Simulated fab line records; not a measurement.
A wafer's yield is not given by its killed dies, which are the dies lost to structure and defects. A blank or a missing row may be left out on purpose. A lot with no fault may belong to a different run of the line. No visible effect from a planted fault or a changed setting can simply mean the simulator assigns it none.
Split-lot experiment :: flow n5Finfet :: 21 wafers read across 7 lots, on a route 1938 steps long

SPLIT DETAILS
At N5_BEOL_M1_PECVD_72 (deposits SiO2 from TEOS/O2, target thk 16 nm, time 18 s), the setting timeS was moved away from the recipe's 18 s on 9 of the 21 wafers read, by -11.6% to +10.2%. All remaining wafers had this setting at the recipe value.

Reading taken at the split's own step.

THE READING
SiO2_of_BEOL_M1_PECVD_72.thkNm (the simulator's own value, which no gauge read), in nm, at N5_BEOL_M1_PECVD_72 (deposits SiO2 from TEOS/O2, target thk 16 nm, time 18 s). There is no usual value for it anywhere in the file. The 12 wafers here that ran the recipe average 15.9 nm, standard deviation 0.22 nm.

wafer: L082.1
tool, chamber at the split: pecvd-02, 1
timeS as run, s: 18
against the recipe: recipe
SiO2_of_BEOL_M1_PECVD_72.thkNm, nm: 15.8
against lot-mates on the recipe: -

wafer: L082.4
tool, chamber at the split: pecvd-02, 2,0
timeS as run, s: 18
against the recipe: recipe
SiO2_of_BEOL_M1_PECVD_72.thkNm, nm: 16
against lot-mates on the recipe: -

wafer: L082.5
tool, chamber at the split: pecvd-02, 2,0
timeS as run, s: 18
against the recipe: recipe
SiO2_of_BEOL_M1_PECVD_72.thkNm, nm: 16
against lot-mates on the recipe: -

wafer: L083.1
tool, chamber at the split: pecvd-03, 0
timeS as run, s: 17.25
against the recipe: -4.2%
SiO2_of_BEOL_M1_PECVD_72.thkNm, nm: 15.2
against lot-mates on the recipe: -0.8

wafer: L083.3
tool, chamber at the split: pecvd-03, 2
timeS as run, s: 18
against the recipe: recipe
SiO2_of_BEOL_M1_PECVD_72.thkNm, nm: 15.8
against lot-mates on the recipe: -

wafer: L083.4
tool, chamber at the split: pecvd-03, 2
timeS as run, s: 18
against the recipe: recipe
SiO2_of_BEOL_M1_PECVD_72.thkNm, nm: 16.2
against lot-mates on the recipe: -

wafer: L084.1
tool, chamber at the split: pecvd-03, 1
timeS as run, s: 18
against the recipe: recipe
SiO2_of_BEOL_M1_PECVD_72.thkNm, nm: 15.8
against lot-mates on the recipe: -

wafer: L084.2
tool, chamber at the split: pecvd-03, 0
timeS as run, s: 18
against the recipe: recipe
SiO2_of_BEOL_M1_PECVD_72.thkNm, nm: 15.6
against lot-mates on the recipe: -

wafer: L084.6
tool, chamber at the split: pecvd-03, 1
timeS as run, s: 18
against the recipe: recipe
SiO2_of_BEOL_M1_PECVD_72.thkNm, nm: 16
against lot-mates on the recipe: -

wafer: L085.1
tool, chamber at the split: pecvd-04, 2
timeS as run, s: 19.84
against the recipe: +10.2%
SiO2_of_BEOL_M1_PECVD_72.thkNm, nm: 17.4
against lot-mates on the recipe: +1.2

wafer: L085.2
tool, chamber at the split: pecvd-04, 0
timeS as run, s: 18
against the recipe: recipe
SiO2_of_BEOL_M1_PECVD_72.thkNm, nm: 16.2
against lot-mates on the recipe: -

wafer: L085.4
tool, chamber at the split: pecvd-04, 0
timeS as run, s: 19.84
against the recipe: +10.2%
SiO2_of_BEOL_M1_PECVD_72.thkNm, nm: 18
against lot-mates on the recipe: +1.8

wafer: L087.1
tool, chamber at the split: pecvd-03, 0
timeS as run, s: 15.91
against the recipe: -11.6%
SiO2_of_BEOL_M1_PECVD_72.thkNm, nm: 14
against lot-mates on the recipe: -1.8

wafer: L087.5
tool, chamber at the split: pecvd-03, 0
timeS as run, s: 15.91
against the recipe: -11.6%
SiO2_of_BEOL_M1_PECVD_72.thkNm, nm: 14
against lot-mates on the recipe: -1.8

wafer: L087.2
tool, chamber at the split: pecvd-03, 1
timeS as run, s: 18
against the recipe: recipe
SiO2_of_BEOL_M1_PECVD_72.thkNm, nm: 15.8
against lot-mates on the recipe: -

wafer: L095.1
tool, chamber at the split: pecvd-02, 0
timeS as run, s: 18
against the recipe: recipe
SiO2_of_BEOL_M1_PECVD_72.thkNm, nm: 16
against lot-mates on the recipe: -

wafer: L095.3
tool, chamber at the split: pecvd-02, 1,2
timeS as run, s: 17.21
against the recipe: -4.4%
SiO2_of_BEOL_M1_PECVD_72.thkNm, nm: 15.4
against lot-mates on the recipe: -0.6

wafer: L095.6
tool, chamber at the split: pecvd-02, 1,2
timeS as run, s: 17.21
against the recipe: -4.4%
SiO2_of_BEOL_M1_PECVD_72.thkNm, nm: 15.4
against lot-mates on the recipe: -0.6

wafer: L097.1
tool, chamber at the split: pecvd-02, 0
timeS as run, s: 16.14
against the recipe: -10.3%
SiO2_of_BEOL_M1_PECVD_72.thkNm, nm: 13.8
against lot-mates on the recipe: -1.6

wafer: L097.2
tool, chamber at the split: pecvd-02, 2
timeS as run, s: 18
against the recipe: recipe
SiO2_of_BEOL_M1_PECVD_72.thkNm, nm: 15.4
against lot-mates on the recipe: -

wafer: L097.4
tool, chamber at the split: pecvd-02, 0
timeS as run, s: 16.14
against the recipe: -10.3%
SiO2_of_BEOL_M1_PECVD_72.thkNm, nm: 14.4
against lot-mates on the recipe: -1.0
If several chambers appear in one row, that row covers several wafers at once and the file leaves open which wafer was in which chamber.

THE FIT
A straight line over all 21 wafers: SiO2_of_BEOL_M1_PECVD_72.thkNm changes by +0.169 nm for each +1% of timeS; r = +0.97; the points scatter about the line by 0.24 nm.
The same after taking each lot's own level away (the mean of its wafers on the recipe; 21 wafers): +0.144 nm for each +1%; r = +0.98; scatter 0.19 nm.
Per that fit: largest timeS move, reading shift of 1.7 nm.
Measured against the standard deviation above, the lots' own levels, which go from 15.40 to 16.20 nm, span 3.6 times it.
Hence the slope depends on the lot-to-lot level, as the two fits are not the same.
Check: -1.64 nm against its lot-mates is what the line predicts for one of the wafers moved furthest among these (-11.6%) when that wafer is left out of the fit. It came out at -1.8 nm against them.

ADDITIONAL SPLITS CARRIED BY THESE WAFERS
These wafers also went through other splits before the reading. Each is held against what the fit with the lots' levels taken away leaves over:
other split on the same wafers: N5_HKMG_FIN_ETCH_58 sourceW
wafers away from the commonest value: 5
r with SiO2_of_BEOL_M1_PECVD_72.thkNm (lot level and that fit taken away): -0.48

other split on the same wafers: N5_HKMG_FIN_CVD_62 tempC
wafers away from the commonest value: 3
r with SiO2_of_BEOL_M1_PECVD_72.thkNm (lot level and that fit taken away): -0.16

other split on the same wafers: N5_GATE_CUT_COAT_27 spinRpm
wafers away from the commonest value: 6
r with SiO2_of_BEOL_M1_PECVD_72.thkNm (lot level and that fit taken away): -0.47

other split on the same wafers: N5_GATE_CUT_DESCUM_18 timeS
wafers away from the commonest value: 5
r with SiO2_of_BEOL_M1_PECVD_72.thkNm (lot level and that fit taken away): -0.05

other split on the same wafers: N5_MOL_CONTACT_COAG_DESCUM_45 timeS
wafers away from the commonest value: 7
r with SiO2_of_BEOL_M1_PECVD_72.thkNm (lot level and that fit taken away): +0.21

other split on the same wafers: N5_MOL_CONTACT_COAG_ETCH_67 sourceW
wafers away from the commonest value: 4
r with SiO2_of_BEOL_M1_PECVD_72.thkNm (lot level and that fit taken away): +0.00

other split on the same wafers: N5_BEOL_M0_SAQP_HM_DEP_111 timeS
wafers away from the commonest value: 3
r with SiO2_of_BEOL_M1_PECVD_72.thkNm (lot level and that fit taken away): +0.27

other split on the same wafers: N5_BEOL_M0_SAQP_DEVELOP_13 developTimeS
wafers away from the commonest value: 9
r with SiO2_of_BEOL_M1_PECVD_72.thkNm (lot level and that fit taken away): +0.40

other split on the same wafers: N5_BEOL_M0_SAQP_CUT_ETCH_46 sourceW
wafers away from the commonest value: 5
r with SiO2_of_BEOL_M1_PECVD_72.thkNm (lot level and that fit taken away): -0.15

other split on the same wafers: N5_BEOL_M0_CUTY_COAT_51 spinRpm
wafers away from the commonest value: 2
r with SiO2_of_BEOL_M1_PECVD_72.thkNm (lot level and that fit taken away): +0.30

THE FILE'S OWN FIT
SiO2_of_BEOL_M1_PECVD_72.thkNm changes by +0.145 nm for each +1% of timeS, r = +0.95.
